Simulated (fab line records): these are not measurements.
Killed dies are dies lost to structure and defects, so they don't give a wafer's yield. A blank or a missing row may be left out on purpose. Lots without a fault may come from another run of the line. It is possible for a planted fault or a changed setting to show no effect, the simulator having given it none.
8D (eight disciplines) problem report, filled in by code ; flow n5 finfet ; the parts of the form that need people (team, actions taken, sign-off) are left out

## 1. WHAT IS WRONG
etch rf on time s at N5_GATE_CUT_ETCH_36 reads a mean of 14.1 s on 3 wafers of 3 lots; wafers without a fault read 21.9 s with a standard deviation of 0.41. Measured from the usual mean, that is -19 standard deviations.
The step: etches SiARC in CF4, target depth 13 nm, time 21.7 s.
First seen on wafer L726.2, day 8 08:15, on rie diel-01. Wafers with a number at this step in the record: 22, from 8 lots. Rule for "out" (also "out of limits"): further than 4 standard deviations from the usual mean. The rest of the wafers with a number are treated as sound.

## 2. WHAT IT IS; WHAT IT IS NOT
question;is;is not
which readings at this step;etch rf on time s;drypump motor current A, throttle valve pct
which lots;L726, L727, L728;L711, L712, L716, L717, L721
which wafers of those lots;L726.2, L727.2, L728.2;L726.5, L727.5, L728.4, L728.5
read on which tools;rie diel-01;rie diel-04
when;from day 8 08:15;"up to then (16 sound wafers); but 3 sound wafers of L727, L728 came after"

## 3. WHAT RULES OUT EACH SUSPECT
Counting: any tool at a process step up to the reading remains a suspect provided it ran every lot that is out. Sound lots after the first of them don't rule it out here, since some wafers of a struck lot are sound.
- rie diel-01 at N5_GATE_CUT_ETCH_36 (etches SiARC in CF4, target depth 13 nm, time 21.7 s): kept. It ran every lot that is out, first L726 (day 8 08:15); its last sound lot up to then is L721 (day 7 01:11). Its own etch rf on time s readings are out on those wafers.
Remaining after the count: rie diel-01 at N5_GATE_CUT_ETCH_36.

## 4. THE CAUSE (what the simulator had put in)
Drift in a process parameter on rie diel-01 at N5_GATE_CUT_ETCH_36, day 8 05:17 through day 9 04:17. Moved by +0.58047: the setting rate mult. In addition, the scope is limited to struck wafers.
Counting left only this tool.

## 5. SEQUENCE OF EFFECTS, ordered by route
Each row: a reading where the mean over the struck wafers with a number is more than 3 standard deviations away from the usual. Readings are gone through only where the record gives a usual standard deviation; hours: the median, over the lots, of the time from a lot's start at the first step in this table giving one to that lot's start at this step; sigmas: the change measured in usual standard deviations.
hours;step;reading;usual;on struck wafers;change;sigmas
0;N5_GATE_CUT_ETCH_36;etch rf on time s;21.9 s;14.1;-7.8;-19
Its process steps:
- N5_GATE_CUT_ETCH_36: etches SiARC in CF4, target depth 13 nm, time 21.7 s.
At these later measuring or inspecting steps, every struck wafer for which the step has a row has a number for every such reading, and none has moved that far: N5_BEOL_M4_RC_MEAS_101.

## 6. HOW IT WOULD HAVE BEEN CAUGHT EARLIER
The fault began at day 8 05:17; the first out-of-limits reading in this record came at day 8 08:15, 3 hours later.
